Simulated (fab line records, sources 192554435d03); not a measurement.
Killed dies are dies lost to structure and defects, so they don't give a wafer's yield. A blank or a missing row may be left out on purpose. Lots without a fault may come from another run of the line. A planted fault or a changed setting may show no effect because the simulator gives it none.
A struck lot beside a sound one | flow n5_finfet | 14 steps out of a route of 1938
Sound: wafers L673.1, L673.2, L673.5. Struck: wafers L675.3, L675.5, L675.6. The cause comes at the end.
At each step with rows: each side's tool, then ch and its chambers, then its first start. Under that, the readings that differ: sound wafers | struck wafers | difference of the means | sigmas: that difference in standard deviations of wafers without a fault.
alike: readings whose means differ by less than 2 such deviations, and words and numbers that are the same on both sides. not compared: withheld readings, readings that some wafer has no value for, bounds like >300 that may hide the same value, and numbers for which the record gives no deviation and whose values overlap.
The two part at a step that has a row with sigmas, a row that says differs or no value, or rows on one side only. Numbers that don't overlap but have no deviation are shown without sigmas and don't part them. A reading that every wafer of one side lacks parts them only if that side has two wafers or more.

first, 2 steps without rows for these wafers: N5_HKMG_FIN_WET_ETCH_81 (etches TiN in SC1, stops on HfO2, time 57 s, target depth 6 nm); N5_HKMG_FIN_WET_ETCH_82 (etches La2O3 in dHCl, stops on HfO2, target depth 2 nm, rinse time 30 s).
N5_HKMG_FIN_ALD_36: deposits TiN, target thk 1 nm, pulse time 1 s, purge time 3 s.
  sound on ald_metal-03 ch 0,3, day 7 10:02; struck on ald_metal-01 ch 0,1,3, day 8 01:29
  alike: heater_power_w, precursor_pulse_height_rel
N5_HKMG_FIN_THK_MEAS_70: measures by xrf.
  sound on film_metro-01, day 7 10:26; struck on film_metro-02, day 8 01:46
  alike: HK_THK
N5_HKMG_FIN_PWFM_ALD_03: deposits TiN, target thk 2 nm, pulse time 1 s, purge time 3 s.
  sound on ald_metal-03 ch 0,3, day 7 10:28; struck on ald_metal-03 ch 0,1,3, day 8 01:48
  alike: heater_power_w, precursor_pulse_height_rel
then, 7 steps without rows for these wafers: N5_HKMG_FIN_COAT_29 (time 60 s, resist thk 300 nm); N5_HKMG_FIN_COAT_30 (time 60 s, resist thk 35 nm); N5_HKMG_FIN_COAT_06 (resist thk 90 nm); N5_HKMG_FIN_EBR_08; N5_HKMG_FIN_SOFTBAKE_07 (time 60 s); N5_HKMG_FIN_EXPOSE_09 (exposes mask NWFM); N5_HKMG_FIN_PEB_10 (peb time 60 s).
N5_HKMG_FIN_DEVELOP_11: develop time 30 s.
  sound on litho_track-03 ch 0, day 7 11:28; struck on litho_track-05, day 8 02:35
  no value came back on the struck wafers for chill_plate_temp_C (C), develop_time_s (s); on the sound wafers chill_plate_temp_C (C) reads 23.04 23.02 22.92
  reading                                       | sound          | struck     | difference | sigmas
  model.CAR-ArF_of_HKMG_FIN_COAT_06.thk_nm (nm) | 88.4 88.6 88.4 | 89.8 90 90 | +1.5       |
N5_HKMG_FIN_CD_MEAS_12: target cd 92.8 nm.
  sound on cd_sem-03 ch 0, day 7 11:32; struck on cd_sem-03 ch 0, day 8 02:38
  reading    | sound          | struck | difference                    | sigmas
  cd_nm (nm) | 92.0 92.0 92.6 | - - -  | no value on the struck wafers |

WHERE THEY PART
First at N5_HKMG_FIN_DEVELOP_11; last, within this record, at N5_HKMG_FIN_CD_MEAS_12.

WHY: what the simulator had put in
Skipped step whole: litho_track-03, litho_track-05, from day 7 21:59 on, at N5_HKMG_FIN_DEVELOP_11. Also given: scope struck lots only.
